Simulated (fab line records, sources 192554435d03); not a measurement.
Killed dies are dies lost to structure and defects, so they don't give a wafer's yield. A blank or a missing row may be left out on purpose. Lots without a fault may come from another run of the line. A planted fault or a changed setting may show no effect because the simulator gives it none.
fab line records | flow n5_finfet
record lots=7 wafers=21
route steps=1938 shown BEOL_M2@851 BEOL_M3@969 BEOL_M4@1037 BEOL_M5@1130
start_h: hours from the record's first day to the start of the lot's first wafer shown | wait_h: hours since the lot's step before | " the same as in the row above | L1.1+2: a row that stands for several wafers | - no value, or no start given | * or withheld: withheld | < > ~ a bound
route shown NAME@n: a module of which the file shows steps, and the number in the route of the first | usual: mean/standard deviation of fault-free wafers | same: alike in all rows | chamber/n: place in a boat | sites: the reading at each site | _std_site: their standard deviation | _edge_site: outer sites' mean less inner sites' | radius_mm: how far each site lies from the wafer's centre | mask NAME#n: copy n | behind: the tool/chamber that last shaped the wafer | hold: why the lot was held/for how many hours/how that ended | device: the transistor (n, p or np) that didn't switch | end of line: the same wafers' tests at the end of the route | a step without rows: its recipe alone | killed: dies lost to structure and defects at the first sort, not the wafer's yield | map: a wafer's dies, x killed, . not, _ none there
set.NAME: the setting as run; set.NAME@STEP: as run at that earlier step | model.NAME: the simulator's own value behind a step, which no gauge read
lots whose settings were changed on purpose; a table a step, a row a wafer
## steps
# step N5_BEOL_M2_EXPOSE_08
# recipe mask_id=M2 na=0.33 source_shape=dipole sigma_inner=0.369 sigma_outer=0.767 polarization=unpolarized dose_mj=41.25
# columns lot.wafer tool chamber start_h wait_h mask set.dose_mj
L076.3+6 euv_scanner-01 0 143.35 - M2#0 41.25
L076.4 " 0 " " M2#0 39.81
L078.2+3 euv_scanner-01 0 158.94 - M2#0 40.19
L078.5 " 0 " " M2#0 41.25
L081.1+6 euv_scanner-01 0 177.38 - M2#0 43.58
L081.5 " 0 " " M2#0 41.25
L082.1+4+5 euv_scanner-02 0 182.29 - M2#0 41.25
L083.1+4+6 euv_scanner-01 0 186.14 - M2#0 41.25
L088.1+2+6 euv_scanner-02 0 221.67 - M2#0 41.25
L093.1 euv_scanner-02 0 245.16 - M2#0 41.25
L093.4+5 " 0 " " M2#0 39.47
# step N5_BEOL_M2_PEB_09
# recipe peb_temp_c=100 peb_time_s=60 resist=CAR-EUV
# step N5_BEOL_M2_DEVELOP_10
# recipe develop_time_s=30 developer=TMAH resist=CAR-EUV rinse_liquid=surfactant_rinse dry=air_spin dev_temp_c=23
# step N5_BEOL_M2_DESCUM_16
# recipe chemistry=O2 time_s=7 source_power_w=50 bias_power_w=20 pressure_mtorr=20 rf_frequency_hz=2.712e+07 temp_c=40 resist=CAR-EUV o2_flow_sccm=225
# step N5_BEOL_M2_ETCH_74
# recipe chemistry=N2/H2 target=underlayer target_depth_a=65 mask_material=CAR-EUV time_s=5.2 ion_energy_ev=200 pressure_mtorr=30 source_w=840 bias_w=150 n2_flow_sccm=200 h2_flow_sccm=200 ends=cleared
# columns lot.wafer tool chamber start_h wait_h set.dose_mj@BEOL_M2_EXPOSE_08 model.BEOL_M2.cd_offset_nm
L076.3 rie_diel-06 2 143.63 0.0 41.25 -0.4
L076.4 " 3 " " 39.81 -0.8
L076.6 " 1 " " 41.25 0
L078.2 rie_diel-06 1 159.24 0.0 40.19 -0.4
L078.3 " 2 " " 40.19 -0.6
L078.5 " 1 " " 41.25 0
L081.1 rie_diel-02 0 177.67 0.0 43.58 1.2
L081.5 " 3 " " 41.25 0
L081.6 " 2 " " 43.58 0.8
L082.1+5 rie_diel-02 1 184.09 0.0 41.25 0
L082.4 " 3 " " 41.25 -0.2
L083.1+4+6 rie_diel-03 0,1,0 187.87 0.0 41.25 0
L088.1+2+6 rie_diel-03 2,1,1 221.99 0.0 41.25 0
L093.1 rie_diel-06 0 245.45 0.0 41.25 0.2
L093.4+5 " 3,2 " " 39.47 -0.8
# step N5_BEOL_M2_ETCH_63
# recipe chemistry=CF4 target=SiARC target_depth_a=156 mask_material=CAR-EUV time_s=26 ion_energy_ev=80 pressure_mtorr=40 source_w=545 bias_w=36 Ar_flow_sccm=100 cf4_flow_sccm=100 ends=cleared
# columns lot.wafer tool chamber start_h wait_h set.dose_mj@BEOL_M2_EXPOSE_08 model.BEOL_M2.cd_offset_nm
L076.3 rie_diel-06 2 143.65 0.0 41.25 -0.4
L076.4 " 3 " " 39.81 -0.8
L076.6 " 1 " " 41.25 0
L078.2+3 rie_diel-06 1,2 159.26 0.0 40.19 -0.4
L078.5 " 1 " " 41.25 0.2
L081.1 rie_diel-02 0 177.68 0.0 43.58 1.4
L081.5 " 3 " " 41.25 0.2
L081.6 " 2 " " 43.58 0.8
L082.1+4 rie_diel-02 1,3 184.10 0.0 41.25 0
L082.5 " 1 " " 41.25 -0.2
L083.1 rie_diel-03 0 187.89 0.0 41.25 0.2
L083.4+6 " 1,0 " " 41.25 0
L088.1+2+6 rie_diel-03 2,1,1 222.00 0.0 41.25 -0.2
L093.1 rie_diel-06 0 245.47 0.0 41.25 0.4
L093.4+5 " 3,2 " " 39.47 -0.8
# step N5_BEOL_M3_DESCUM_33
# recipe chemistry=O2 time_s=7 source_power_w=50 bias_power_w=20 pressure_mtorr=20 rf_frequency_hz=2.712e+07 temp_c=40 resist=CAR-EUV o2_flow_sccm=225
# columns lot.wafer tool chamber start_h wait_h set.time_s model.CAR-EUV_of_BEOL_M3_COAT_22.thk_nm
L076.3+6 rie_diel-05 0,1 155.48 0.0 6.265 26.6
L076.4 " 1 " " 6.265 26.4
L078.2 rie_diel-04 1 171.06 0.0 7 25.8
L078.3+5 " 0,3 " " 7 26
L081.1 rie_diel-01 1 193.39 0.2 5.992 26.8
L081.5+6 " 2,3 " " 7 26.2
L082.1+4+5 rie_diel-01 2,3,3 194.04 0.0 7 26
L083.1 rie_diel-01 3 198.48 0.0 7 26
L083.4+6 " 2,0 " " 7.848 25.6
L088.1+6 rie_diel-04 2 239.36 0.2 7 25.8
L088.2 " 1 " " 7 26
L093.1+4 rie_diel-04 1,2 259.61 0.0 6.507 26.2
L093.5 " 2 " " 7 26
# step N5_BEOL_M4_DESCUM_16
# recipe chemistry=O2 time_s=7 source_power_w=50 bias_power_w=20 pressure_mtorr=20 rf_frequency_hz=2.712e+07 temp_c=40 resist=CAR-EUV o2_flow_sccm=225
# columns lot.wafer tool chamber start_h wait_h set.time_s model.CAR-EUV_of_BEOL_M4_COAT_05.thk_nm
L076.3+4+6 rie_diel-03 2,0,1 169.33 0.5 7 26
L078.2+3 rie_diel-02 1,2 179.47 0.0 7 26
L078.5 " 2 " " 5.603 26.8
L081.1+6 rie_diel-03 2 202.42 0.0 7 26.2
L081.5 " 3 " " 7 26
L082.1+4+5 rie_diel-03 2,0,0 205.99 0.1 7 26
L083.1+6 rie_diel-02 3 208.18 0.0 7.825 25.8
L083.4 " 1 " " 7 26.2
L088.1+2+6 rie_diel-02 2,3,0 246.62 0.0 7 26.2
L093.1+5 rie_diel-03 3 268.42 0.0 8.134 25.6
L093.4 " 2 " " 7 26.2
# step N5_BEOL_M4_ETCH_74
# recipe chemistry=N2/H2 target=underlayer target_depth_a=65 mask_material=CAR-EUV time_s=5.2 ion_energy_ev=200 pressure_mtorr=30 source_w=840 bias_w=150 n2_flow_sccm=200 h2_flow_sccm=200 ends=cleared
# columns lot.wafer tool chamber start_h wait_h set.time_s@BEOL_M4_DESCUM_16 model.CAR-EUV_of_BEOL_M4_COAT_05.thk_nm
L076.3 rie_diel-03 2 169.37 0.0 7 20.4
L076.4+6 " 0,1 " " 7 20.2
L078.2+3 rie_diel-02 1,2 179.50 0.0 7 20.4
L078.5 " 2 " " 5.603 21.2
L081.1+5+6 rie_diel-03 2,3,2 202.46 0.0 7 20.4
L082.1+4 rie_diel-03 2,0 206.02 0.0 7 20.4
L082.5 " 0 " " 7 20.2
L083.1+6 rie_diel-02 3 208.21 0.0 7.825 20
L083.4 " 1 " " 7 20.4
L088.1+2+6 rie_diel-02 2,3,0 246.65 0.0 7 20.4
L093.1+5 rie_diel-03 3 268.45 0.0 8.134 19.8
L093.4 " 2 " " 7 20.6
# step N5_BEOL_M4_ETCH_64
# recipe chemistry=N2/H2 target=SOC target_depth_a=750 overetch_a=225 mask_material=SiARC temp_c=40 time_s=121.9 ion_energy_ev=200 pressure_mtorr=30 source_w=840 bias_w=150 n2_flow_sccm=200 h2_flow_sccm=200
# usual rf_vpp_V=524.3/2.5
# columns lot.wafer tool chamber start_h wait_h set.bias_w rf_vpp_V model.SiARC_of_BEOL_M4_COAT_62.thk_nm
L076.3 rie_diel-03 2 169.41 0.0 150 527.9 6.2
L076.4 " 0 " " 161 544.0 5.8
L076.6 " 1 " " 161 547.6 5.4
L078.2 rie_diel-02 1 179.55 0.0 160.8 548.1 5.6
L078.3 " 2 " " 160.8 546.6 5.6
L078.5 " 2 " " 150 522.7 6
L081.1 rie_diel-03 2 202.50 0.0 150 526.3 6.2
L081.5 " 3 " " 150 524.8 6.4
L081.6 " 2 " " 150 528.1 6.2
L082.1 rie_diel-03 2 206.06 0.0 150 527.2 6.2
L082.4 " 0 " " 150 518.0 6.2
L082.5 " 0 " " 150 520.6 6.2
L083.1 rie_diel-02 3 208.26 0.0 150 525.3 6.2
L083.4 " 1 " " 150 524.4 6.2
L083.6 " 3 " " 150 526.0 6.2
L088.1 rie_diel-02 2 246.70 0.0 150 522.9 6.2
L088.2 " 3 " " 130.1 478.5 7.2
L088.6 " 0 " " 150 523.1 6
L093.1 rie_diel-03 3 268.49 0.0 150 525.1 6.4
L093.4 " 2 " " 150 527.1 6.2
L093.5 " 3 " " 150 524.7 6.4
# step N5_BEOL_M4_TRENCH_ETCH_37
# recipe chemistry=C4F6/O2 target_depth_a=555.55 target=SiOC time_s=29.2 ion_energy_ev=250 pressure_mtorr=30 source_w=355 bias_w=185 Ar_flow_sccm=300 C4F6_flow_sccm=10 O2_flow_sccm=10
# columns lot.wafer tool chamber start_h wait_h set.time_s model.BEOL_M4.feature_depth_nm model.etch.depth_nm
L076.3 rie_diel-06 3 - - 22.65 42.2 42.16
L076.4 " 2 " " 29.2 56 55.91
L076.6 " 3 " " 22.65 42.4 42.39
L078.2 rie_diel-03 2 - - 29.2 56 55.96
L078.3 " 0 " " 29.2 54.8 54.88
L078.5 " 1 " " 29.2 57.4 57.41
L081.1 rie_diel-03 0 - - 35.59 67 67.02
L081.5 " 2 " " 29.2 55 55.06
L081.6 " 3 " " 29.2 56.4 56.34
L082.1 rie_diel-02 2 - - 29.2 56.6 56.69
L082.4 " 0 " " 29.2 57.2 57.14
L082.5 " 1 " " 29.2 55.8 55.83
L083.1 rie_diel-03 2 - - 24.39 47 46.96
L083.4 " 1 " " 24.39 48.6 48.6
L083.6 " 3 " " 29.2 56.6 56.52
L088.1 rie_diel-03 0 - - 25.53 50.8 50.77
L088.2 " 2 " " 25.53 48.6 48.68
L088.6 " 0 " " 29.2 57.6 57.57
L093.1 rie_diel-06 1 - - 25.83 48.4 48.49
L093.4 " 2 " " 29.2 55.6 55.62
L093.5 " 0 " " 25.83 48 48.05
# step N5_BEOL_M4_ETCH_41
# recipe chemistry=CH3F/O2 target=SiCN target_depth_a=299 taper_deg=2 time_s=52.5 ion_energy_ev=120 mask_material=TiN pressure_mtorr=30 source_w=395 bias_w=75 Ar_flow_sccm=150 CH3F_flow_sccm=30 O2_flow_sccm=20
# step N5_BEOL_M4_STRIP_97
# recipe chemistry=N2/H2 time_s=10 power_w=450 temp_c=40 pressure_mtorr=20 rf_frequency_hz=6e+07 bias_power_w=7 n2_flow_sccm=200 h2_flow_sccm=200
# step N5_BEOL_M4_OCD_MEAS_38
# usual trench_depth_nm=56.1/1
# columns lot.wafer tool chamber start_h wait_h set.time_s@BEOL_M4_TRENCH_ETCH_37 trench_depth_nm
L076.3 ocd-02 - 177.95 - 22.65 42.5
L076.4 " - " " 29.2 55.7
L076.6 " - " " 22.65 42.6
L078.2 ocd-02 - 184.91 - 29.2 56.1
L078.3 " - " " 29.2 54.6
L078.5 " - " " 29.2 57.0
L081.1 ocd-01 - 204.37 - 35.59 67.5
L081.5 " - " " 29.2 55.1
L081.6 " - " " 29.2 56.5
L082.1 ocd-01 - 209.44 - 29.2 56.6
L082.4 " - " " 29.2 57.1
L082.5 " - " " 29.2 55.6
L083.1 ocd-01 - 211.51 - 24.39 47.0
L083.4 " - " " 24.39 48.3
L083.6 " - " " 29.2 56.3
L088.1 ocd-02 - 255.00 - 25.53 50.6
L088.2 " - " " 25.53 48.4
L088.6 " - " " 29.2 57.7
L093.1 ocd-02 - 277.85 - 25.83 49.1
L093.4 " - " " 29.2 55.6
L093.5 " - " " 25.83 48.0
# step N5_BEOL_M4_HM_STRIP_39
# recipe chemistry=peroxide_tin_strip material=TiN target_depth_a=250 temp_c=50 time_s=158
# step N5_BEOL_M4_SRD_40
# recipe time_s=30 temp_c=23 rinse_liquid=diw dry=ipa_marangoni
# step N5_BEOL_M4_ECD_50
# recipe material=Cu target_thk_a=3000
# step N5_BEOL_M4_ANNEAL_51
# recipe temp_c=225 time_s=90 ambient=N2
# step N5_BEOL_M4_CMP_52
# recipe stop_on=SiOC t_overpolish_s=6.8 down_force_psi=1 platen_rpm=50 clearing_platen_down_force_psi=1.5 clearing_platen_rpm=50 post_cmp_clean=cu_alkaline target_thk_nm=40 clearing_platen_pad_velocity_m_s=0.99484 pad_velocity_m_s=0.99484
# columns lot.wafer tool chamber start_h wait_h set.time_s@BEOL_M4_TRENCH_ETCH_37 model.Cu_of_BEOL_M4_ECD_50.thk_nm
L076.4 cmp-03 1 182.22 0.2 29.2 41.4
L076.3 " 0 " " 22.65 25.8
L076.6 " 2 " " 22.65 25.6
L078.3 cmp-03 3 188.27 0.2 29.2 39
L078.2 " 0 " " 29.2 38.6
L078.5 " 1 " " 29.2 40.4
L081.1 cmp-02 0 207.52 0.4 35.59 49.8
L081.5 " 1 " " 29.2 37.6
L081.6 " 2 " " 29.2 39.4
L082.1 cmp-03 0 213.56 0.3 29.2 43
L082.4 " 1 " " 29.2 42.6
L082.5 " 2 " " 29.2 40.4
L083.1 cmp-03 1 215.33 0.3 24.39 29.6
L083.4 " 0 " " 24.39 31.8
L083.6 " 2 " " 29.2 40
L088.1 cmp-01 0 258.22 0.3 25.53 35.2
L088.2 " 1 " " 25.53 34.4
L088.6 " 3 " " 29.2 42.4
L093.4 cmp-03 2 281.22 0.2 29.2 39.2
L093.1 " 3 " " 25.83 33.2
L093.5 " 1 " " 25.83 32.4
# step N5_BEOL_M4_THK_MEAS_53
# recipe thk_meas_gauge=xrf reads=Cu_of_BEOL_M4_ECD_50
# usual M4_THK=39.9/1.5
# columns lot.wafer tool chamber start_h wait_h set.time_s@BEOL_M4_TRENCH_ETCH_37 M4_THK[nm]
L076.3 film_metro-01 - 182.52 - 22.65 25.6
L076.4 " - " " 29.2 41.5
L076.6 " - " " 22.65 25.4
L078.2 film_metro-02 - 188.49 - 29.2 38.0
L078.3 " - " " 29.2 38.2
L078.5 " - " " 29.2 39.6
L081.1 film_metro-01 - 207.70 - 35.59 49.9
L081.5 " - " " 29.2 37.7
L081.6 " - " " 29.2 39.6
L082.1 film_metro-01 - 213.78 - 29.2 42.7
L082.4 " - " " 29.2 42.4
L082.5 " - " " 29.2 40.3
L083.1 film_metro-02 - 215.62 - 24.39 29.5
L083.4 " - " " 24.39 31.8
L083.6 " - " " 29.2 40.0
L088.1 film_metro-01 - 258.44 - 25.53 34.9
L088.2 " - " " 25.53 34.0
L088.6 " - " " 29.2 41.8
L093.1 film_metro-02 - 281.44 - 25.83 33.1
L093.4 " - " " 29.2 38.8
L093.5 " - " " 25.83 32.1
# step N5_BEOL_M4_PRE_CLEAN_60
# recipe gas=NH3/H2 time_s=15 temp_c=* rf_power_w=300
# step N5_BEOL_M4_CO_CAP_55
# recipe material=Co target_thk_a=20 temp_c=200 precursor=CCTBA/H2 pressure_torr=30 time_s=102.1
# step N5_BEOL_M4_PRE_CLEAN_56
# recipe gas=NH3 time_s=15 temp_c=withheld rf_power_w=300
# step N5_BEOL_M4_DEP_57
# recipe material=SiCN target_thk_a=80 temp_c=withheld precursor=3MS/NH3 pressure_torr=3 rf_w=202 time_s=14
# step N5_BEOL_M4_RS_MEAS_58
# recipe thk_meas_gauge=four-point-probe reads=Co_of_BEOL_M4_CO_CAP_55+Cu_of_BEOL_M4_ECD_50+Co_of_BEOL_M4_CVD_47+TaN_of_BEOL_M4_ALD_84
# usual M4_RS=0.67/0.033
# columns lot.wafer tool chamber start_h wait_h set.time_s@BEOL_M4_TRENCH_ETCH_37 M4_RS[ohm/sq]
L076.3 film_metro-02 - 182.84 0.1 22.65 1.20
L076.4 " - " " 29.2 0.64
L076.6 " - " " 22.65 1.21
L078.2 film_metro-02 - 188.78 0.1 29.2 0.70
L078.3 " - " " 29.2 0.69
L078.5 " - " " 29.2 0.66
L081.1 film_metro-02 - 207.96 0.0 35.59 0.51
L081.5 " - " " 29.2 0.72
L081.6 " - " " 29.2 0.68
L082.1 film_metro-01 - 214.04 0.0 29.2 0.61
L082.4 " - " " 29.2 0.62
L082.5 " - " " 29.2 0.66
L083.1 film_metro-02 - 215.88 0.0 24.39 1.00
L083.4 " - " " 24.39 0.90
L083.6 " - " " 29.2 0.67
L088.1 film_metro-01 - 258.70 0.0 25.53 0.79
L088.2 " - " " 25.53 0.81
L088.6 " - " " 29.2 0.62
L093.1 film_metro-02 - 281.70 0.0 25.83 0.85
L093.4 " - " " 29.2 0.68
L093.5 " - " " 25.83 0.88
# step N5_BEOL_M5_ETCH_72
# recipe chemistry=N2/H2 target=underlayer target_depth_a=65 mask_material=CAR-EUV time_s=5.2 ion_energy_ev=200 pressure_mtorr=30 source_w=840 bias_w=150 n2_flow_sccm=200 h2_flow_sccm=200 ends=cleared
# usual rf_vpp_V=523.2/2.9
# columns lot.wafer tool chamber start_h wait_h set.bias_w rf_vpp_V
L076.3 rie_diel-01 3 185.87 0.0 165.3 560.1
L076.4 " 2 " " 150 526.2
L076.6 " 3 " " 150 526.8
L078.2 rie_diel-05 2 192.85 0.0 150 525.2
L078.3 " 1 " " 150 518.7
L078.5 " 0 " " 150 521.1
L081.1 rie_diel-04 1 211.18 0.0 150 524.2
L081.5 " 3 " " 150 521.1
L081.6 " 2 " " 150 523.4
L082.1 rie_diel-04 2 217.11 0.0 150 524.4
L082.4 " 3 " " 150 520.3
L082.5 " 3 " " 150 522.4
L083.1 rie_diel-04 2 220.39 0.0 162.7 550.1
L083.4 " 0 " " 162.7 554.3
L083.6 " 1 " " 150 523.6
L088.1 rie_diel-04 3 261.53 0.0 150 522.6
L088.2 " 1 " " 163.5 553.6
L088.6 " 0 " " 163.5 559.8
L093.1 rie_diel-04 3 288.45 0.0 150 523.8
L093.4 " 0 " " 150 527.4
L093.5 " 3 " " 150 523.8
# step N5_BEOL_M5_COAT_66
# recipe resist=SiARC temp_c=220 time_s=60 spin_rpm=1500 resist_thk_nm=12
# columns lot.wafer tool chamber start_h wait_h set.spin_rpm model.SiARC_of_BEOL_M5_COAT_66.thk_nm
L076.3+4+6 litho_track-03 0 - - 1500 12
L078.2+3+5 litho_track-02 0 - - 1500 12
L081.1+5 litho_track-02 0 - - 1500 12
L081.6 " 0 " " 1360 12.6
L082.1+4+5 litho_track-01 0 - - 1500 12
L083.1+6 litho_track-03 0 - - 1500 12
L083.4 " 0 " " 1370 12.6
L088.1+2+6 litho_track-02 0 - - 1500 12
L093.1 litho_track-02 0 - - 1500 12
L093.4+5 " 0 " " 1572 11.6
# step N5_BEOL_M5_COAT_74
# recipe resist=underlayer temp_c=205 time_s=60 spin_rpm=1500 resist_thk_nm=5
# step N5_BEOL_M5_COAT_22
# recipe resist=CAR-EUV spin_rpm=1500 resist_thk_nm=30
# step N5_BEOL_M5_DESCUM_33
# recipe chemistry=O2 time_s=7 source_power_w=50 bias_power_w=20 pressure_mtorr=20 rf_frequency_hz=2.712e+07 temp_c=40 resist=CAR-EUV o2_flow_sccm=225
# step N5_BEOL_M5_ETCH_75
# recipe chemistry=N2/H2 target=underlayer target_depth_a=65 mask_material=CAR-EUV time_s=5.2 ion_energy_ev=200 pressure_mtorr=30 source_w=840 bias_w=150 n2_flow_sccm=200 h2_flow_sccm=200 ends=cleared
# step N5_BEOL_M5_ETCH_67
# recipe chemistry=CF4 target=SiARC target_depth_a=156 mask_material=CAR-EUV time_s=26 ion_energy_ev=80 pressure_mtorr=40 source_w=545 bias_w=36 Ar_flow_sccm=100 cf4_flow_sccm=100 ends=cleared
# columns lot.wafer tool chamber start_h wait_h set.spin_rpm@BEOL_M5_COAT_66 model.etch.depth_nm
L076.3 rie_diel-05 1 186.88 0.0 1500 12
L076.4+6 " 3,0 " " 1500 12.02
L078.2+3 rie_diel-05 0,3 193.99 0.0 1500 12.05
L078.5 " 1 " " 1500 12.04
L081.1 rie_diel-04 3 214.86 0.0 1500 11.99
L081.5 " 1 " " 1500 11.98
L081.6 " 2 " " 1360 12.55
L082.1 rie_diel-05 3 219.46 0.0 1500 11.98
L082.4+5 " 2,0 " " 1500 11.92
L083.1+6 rie_diel-05 3 221.40 0.0 1500 12.09
L083.4 " 0 " " 1370 12.61
L088.1+6 rie_diel-05 0,1 262.73 0.0 1500 12.05
L088.2 " 3 " " 1500 12.04
L093.1 rie_diel-04 0 289.91 0.0 1500 11.97
L093.4 " 3 " " 1572 11.7
L093.5 " 2 " " 1572 11.69
## key
split step=N5_BEOL_M2_EXPOSE_08 setting=dose_mj stated=41.25 by=wafer
response step=N5_BEOL_M2_ETCH_74 reading=model.BEOL_M2.cd_offset_nm change=+0.192 per=1% r=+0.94
response step=N5_BEOL_M2_ETCH_63 reading=model.BEOL_M2.cd_offset_nm change=+0.201 per=1% r=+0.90
split step=N5_BEOL_M3_DESCUM_33 setting=time_s stated=7 by=wafer
response step=N5_BEOL_M3_DESCUM_33 reading=model.CAR-EUV_of_BEOL_M3_COAT_22.thk_nm change=-0.0369 per=1% r=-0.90
split step=N5_BEOL_M4_DESCUM_16 setting=time_s stated=7 by=wafer
response step=N5_BEOL_M4_DESCUM_16 reading=model.CAR-EUV_of_BEOL_M4_COAT_05.thk_nm change=-0.038 per=1% r=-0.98
response step=N5_BEOL_M4_ETCH_74 reading=model.CAR-EUV_of_BEOL_M4_COAT_05.thk_nm change=-0.0421 per=1% r=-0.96
split step=N5_BEOL_M4_ETCH_64 setting=bias_w stated=150 by=wafer
response step=N5_BEOL_M4_ETCH_64 reading=rf_vpp_V change=+3.19 per=1% r=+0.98
response step=N5_BEOL_M4_ETCH_64 reading=model.SiARC_of_BEOL_M4_COAT_62.thk_nm change=-0.0777 per=1% r=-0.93
split step=N5_BEOL_M4_TRENCH_ETCH_37 setting=time_s stated=29.2 by=wafer
response step=N5_BEOL_M4_TRENCH_ETCH_37 reading=model.BEOL_M4.feature_depth_nm change=+0.572 per=1% r=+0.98
response step=N5_BEOL_M4_TRENCH_ETCH_37 reading=model.etch.depth_nm change=+0.57 per=1% r=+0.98
response step=N5_BEOL_M4_OCD_MEAS_38 reading=trench_depth_nm change=+0.57 per=1% r=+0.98
response step=N5_BEOL_M4_CMP_52 reading=model.Cu_of_BEOL_M4_ECD_50.thk_nm change=+0.597 per=1% r=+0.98
response step=N5_BEOL_M4_THK_MEAS_53 reading=M4_THK change=+0.598 per=1% r=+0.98
response step=N5_BEOL_M4_RS_MEAS_58 reading=M4_RS change=-0.0168 per=1% r=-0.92
split step=N5_BEOL_M5_ETCH_72 setting=bias_w stated=150 by=wafer
response step=N5_BEOL_M5_ETCH_72 reading=rf_vpp_V change=+3.47 per=1% r=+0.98
split step=N5_BEOL_M5_COAT_66 setting=spin_rpm stated=1500 by=wafer
response step=N5_BEOL_M5_COAT_66 reading=model.SiARC_of_BEOL_M5_COAT_66.thk_nm change=-0.0687 per=1% r=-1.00
response step=N5_BEOL_M5_ETCH_67 reading=model.etch.depth_nm change=-0.06 per=1% r=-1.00
